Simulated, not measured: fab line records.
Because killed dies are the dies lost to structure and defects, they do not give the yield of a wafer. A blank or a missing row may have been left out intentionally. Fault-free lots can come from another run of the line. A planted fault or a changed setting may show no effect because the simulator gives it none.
A lot that was struck, set against a sound lot | flow n5_finfet | 16 out of 1938 route steps
Sound: these wafers, L817.1, L817.3, L817.5. Wafers L829.1, L829.4, L829.6 were the ones struck. The cause comes at the end.
Per side, at each step with rows, come the tool, then ch with its chambers, and then its first start. Under that, the readings that differ: sound wafers | struck wafers | difference of the means | sigmas: that difference in standard deviations of wafers without a fault.
alike: same words and numbers on both sides, and readings whose means sit less than 2 such deviations apart. not compared: any withheld reading, any reading some wafer has no value for, any bound like >300 that may hide the same value, and any number with overlapping values for which the record gives no deviation.
Wherever a step has rows on one side only, a row that says differs or no value, or a row with sigmas, the two part there. When numbers do not overlap yet have no deviation, they are printed without sigmas and do not part them. A reading that every wafer of one side lacks parts them only if that side has two wafers or more.

first, 5 steps without rows for these wafers: N5_WELL_APT_SOFTBAKE_20 (time 60 s); N5_WELL_APT_EXPOSE_22 (exposes mask PWELL, defocus 0 nm, target cd 200 nm); N5_WELL_APT_PEB_23 (peb time 90 s); N5_WELL_APT_DEVELOP_24 (develop time 45 s); N5_WELL_APT_HARDBAKE_29 (time 120 s).
N5_WELL_APT_CD_MEAS_25 targets a cd of 200 nm.
  sound on cd_sem-01 ch 0, day 1 15:03; struck on cd_sem-03 ch 0, day 4 14:56
  alike: cd_nm
N5_WELL_APT_OVL_MEAS_26:
  sound on overlay-01 ch 0, day 1 15:05; struck on overlay-02 ch 0, day 4 14:58
  alike: PWELL_OVL
N5_WELL_APT_INSPECT_27: inspects for defects (macro).
  sound: defect_inspect-01 at day 1 15:06; struck: defect_inspect-02 at day 4 14:59
  alike: raw_defect_count
N5_WELL_APT_DESCUM_30: chemistry O2, time 7.9 s.
  sound on rie_diel-01 ch 1,2, day 1 15:10; struck on rie_diel-04 ch 0,1,3, day 4 15:01
  alike: drypump_motor_current_A, o2_flow_sccm, oes_product_au, rf_vpp_V, showerhead_plenum_p_Torr, throttle_valve_pct
  not compared: rf_hours_counter_h
then, 3 steps without rows for these wafers: N5_WELL_APT_IMPLANT_31; N5_WELL_APT_IMPLANT_32; N5_WELL_APT_STRIP_33 (strips in SPM, time 900 s).
N5_WELL_APT_RTA_34: time 10 s.
  sound on rtp_anneal-01 ch 0, day 1 16:05; struck on rtp_anneal-01 ch 0, day 4 15:52
  reading             | sound                | struck               | difference | sigmas
  lamp_power_pct (%)  | 13.02 13.04 12.98    | 14.12 14.25 14.25    | +1.19      | +22
  lamp_zone_1_pct (%) | 13.02 13.01 12.97    | 14.29 14.18 14.15    | +1.21      | +37
  lamp_zone_2_pct (%) | 12.95 12.95 12.98    | 14.30 14.21 14.22    | +1.28      | +39
  lamp_zone_3_pct (%) | 12.91 13.00 13.06    | 14.26 14.25 14.19    | +1.24      | +37
  lamp_zone_4_pct (%) | 12.972 13.010 13.059 | 14.249 14.205 14.229 | +1.214     | +40
  lamp_zone_5_pct (%) | 12.939 13.016 12.940 | 14.182 14.239 14.173 | +1.233     | +43
  lamp_zone_6_pct (%) | 12.91 12.97 12.89    | 14.12 14.16 14.12    | +1.21      | +35
  lamp_zone_7_pct (%) | 13.443 13.396 13.416 | 14.673 14.690 14.693 | +1.267     | +45
  alike: wafer_temp_C_max
then, 1 step without rows for these wafers: N5_WELL_APT_OXIDE_STRIP_42 (strips SiO2 in dHF, time 45 s, target depth 12 nm).
-- a jump in the record: the struck wafers' starts before and after are 9 days apart (it breaks off in module WELL_APT and resumes in module BEOL_M4, where the first step shown is number 1111 of the route) --
N5_BEOL_M4_RC_MEAS_101:
  sound on prober-01 ch 0, day 8 22:01; struck on prober-01 ch 0, day 13 07:13
  alike: DIBL_N, DIBL_P, IOFF_N, IOFF_P, ION_N, ION_P, SS_N, SS_P, VT_N, VT_P
following that, these wafers have no rows for 1 step: N5_PASSIVATION_PROBE_49.

== WHERE THEY PART ==
N5_WELL_APT_RTA_34 only, going by this record. Later steps at which nothing parts them and some readings are alike: N5_BEOL_M4_RC_MEAS_101.

WHY: whatever the simulator had introduced
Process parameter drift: rtp_anneal-01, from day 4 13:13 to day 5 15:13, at N5_WELL_APT_RTA_34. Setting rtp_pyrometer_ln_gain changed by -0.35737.
